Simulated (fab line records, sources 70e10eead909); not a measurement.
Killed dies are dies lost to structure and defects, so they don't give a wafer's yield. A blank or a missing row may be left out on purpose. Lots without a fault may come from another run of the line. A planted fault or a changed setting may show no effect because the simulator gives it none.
Problem report in the 8D (eight disciplines) form, filled by code | flow nand_harc | the parts of the form that need people (team, actions taken, sign-off) are left out

1. THE PROBLEM
thk_nm at NHARC_A_ONON_D1_THK_MEAS_02 reads a mean of 1566 nm on 2 wafers of 2 lots; wafers without a fault read 1003 nm with a standard deviation of 9.6. That is +59 standard deviations from the usual mean.
The step: measures by ellipsometry.
First seen on wafer L246.2, day 8 19:02, on film_metro-02. The record holds 42 wafers of 14 lots with a number at this step. Rule for "out", or "out of limits": more than 4 standard deviations from the usual mean. The other wafers with a number count as sound.

2. WHAT IT IS AND WHAT IT IS NOT
question                    | is               | is not
which readings at this step | thk_nm           | -
which lots                  | L246, L248       | L241, L242, L245, L254, L256, L258, L259, L260, L261, L262, L263, L264
which wafers of those lots  | L246.2, L248.4   | L246.1, L246.6, L248.3, L248.6
read on which gauges        | film_metro-02    | film_metro-01
when                        | from day 8 19:02 | up to then (11 sound wafers); but 29 sound wafers of L248, L254, L256, L258, L259, L260, L261, L262, L263, L264 came after

3. SUSPECTS, AND WHAT RULES EACH OUT
Counting: a tool at a process step up to the reading stays a suspect if it ran every lot that is out. Sound lots after the first of them don't rule it out here, since some wafers of a struck lot are sound.
- the gauge at NHARC_A_ONON_D1_THK_MEAS_02: ruled out. All the wafers that are out were read on film_metro-02, but those of them that NHARC_END_SORT_01 has rows for are out there too, on other tools.
- rtp_anneal-02 at NHARC_P_BONDPAD_ANNEAL_28 (time 90 s): kept. It ran every lot that is out, first L246 (day 7 17:56); its last sound lot up to then is L245 (day 7 07:30).
- pecvd_onon-04 at NHARC_A_ONON_D1_DEP_00 (target thk 1000 nm): kept. It ran every lot that is out, first L246 (day 8 18:32); its last sound lot up to then is L242 (day 7 20:35).
Left after counting: rtp_anneal-02 at NHARC_P_BONDPAD_ANNEAL_28, pecvd_onon-04 at NHARC_A_ONON_D1_DEP_00.

4. THE CAUSE (what the simulator had put in)
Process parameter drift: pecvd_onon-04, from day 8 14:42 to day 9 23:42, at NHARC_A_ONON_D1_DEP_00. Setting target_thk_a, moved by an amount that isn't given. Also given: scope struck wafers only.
Counting left 2 suspects, and this tool is among them.

5. THE CHAIN OF EFFECTS, in route order
Each row: a reading whose mean over the struck wafers that have a number lies more than 3 standard deviations from the usual. Only readings for which the record gives a usual standard deviation are gone through. hours: the time from each lot's start at the first step in this table that gives one to its start at this step, as a median over the lots. sigmas: the change in usual standard deviations.
hours | step                        | reading         | usual   | on struck wafers | change | sigmas
0     | NHARC_A_ONON_D1_THK_MEAS_02 | thk_nm          | 1003 nm | 1566             | +564   | +59
290   | NHARC_END_SORT_01           | killed_at_array | 25      | 672              | +647   | +66
290   | NHARC_END_SORT_01           | killed_dies     | 29      | 677              | +648   | +65

6. WHAT WOULD HAVE CAUGHT IT SOONER
In this record the first reading out of limits at a measuring or inspecting step was taken at day 8 19:02, 4 hours after the fault began at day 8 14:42.
Of the lots that are out (2), L248 began NHARC_A_ONON_D1_DEP_00 on pecvd_onon-04 after day 8 19:02. A hold on the tool at that time would have spared it.
